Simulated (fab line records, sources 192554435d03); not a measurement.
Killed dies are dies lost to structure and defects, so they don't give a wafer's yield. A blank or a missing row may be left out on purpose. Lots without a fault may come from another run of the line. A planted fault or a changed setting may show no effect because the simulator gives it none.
Chamber matching | flow n5_finfet | N5_BEOL_M2_ETCH_63 on rie_diel-04: 4 sister chambers
The step etches SiARC in CF4, target depth 15.6 nm, time 26 s. 8 wafers are shown with their chamber, then 11 later ones without.

WAFERS WITH THEIR CHAMBER
wafer  | chamber | showerhead_plenum_p_Torr (Torr) | throttle_valve_pct (%)
L077.1 | 2       | 2.28                            | 15.45
L080.6 | 3       | 2.05                            | 15.45
L082.2 | 3       | 2.05                            | 15.44
L082.6 | 0       | 2.12                            | 16.04
L091.1 | 2       | 2.27                            | 15.50
L091.5 | 1       | 2.11                            | 15.65
L091.6 | 0       | 2.11                            | 15.58
L093.1 | 1       | 2.11                            | 15.66

WAFERS WITHOUT THEIR CHAMBER
wafer  | showerhead_plenum_p_Torr (Torr) | throttle_valve_pct (%)
L093.2 | 2.27                            | 15.54
L093.4 | 2.04                            | 15.52
L096.1 | 2.11                            | 15.67
L096.2 | 2.26                            | 15.53
L096.3 | 2.03                            | 15.51
L096.4 | 2.03                            | 15.51
L096.5 | 2.11                            | 15.67
L096.6 | 2.26                            | 15.53
L097.3 | 2.11                            | 15.69
L097.4 | 2.26                            | 15.54
L097.5 | 2.11                            | 15.68

WHICH CHAMBER EACH WENT THROUGH
wafer  | from the rows above     | in truth
L093.2 | 2                       | 2
L093.4 | 3                       | 3
L096.1 | can't be placed: 1 or 0 | 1
L096.2 | 2                       | 2
L096.3 | 3                       | 3
L096.4 | 3                       | 3
L096.5 | can't be placed: 1 or 0 | 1
L096.6 | 2                       | 2
L097.3 | can't be placed: 1 or 0 | 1
L097.4 | 2                       | 2
L097.5 | can't be placed: 1 or 0 | 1
Placed correctly: 7 of 11. Can't be placed from these rows: 4 (the true chamber is among the candidates in 4). Placed wrongly: 0.
How it was worked out, from the rows above alone: a wafer's distance from a chamber is the root of the sum, over the readings, of the square of ((its reading less the chamber's mean) divided by the reading's scatter). The wafer belongs to the nearest chamber; if the next one is less than 2 further off, it can't be placed. A chamber's mean is the mean of its shown wafers. The scatter: the root of (the sum of the squares of (reading less its chamber's mean) over the shown wafers, divided by (wafers less chambers)).
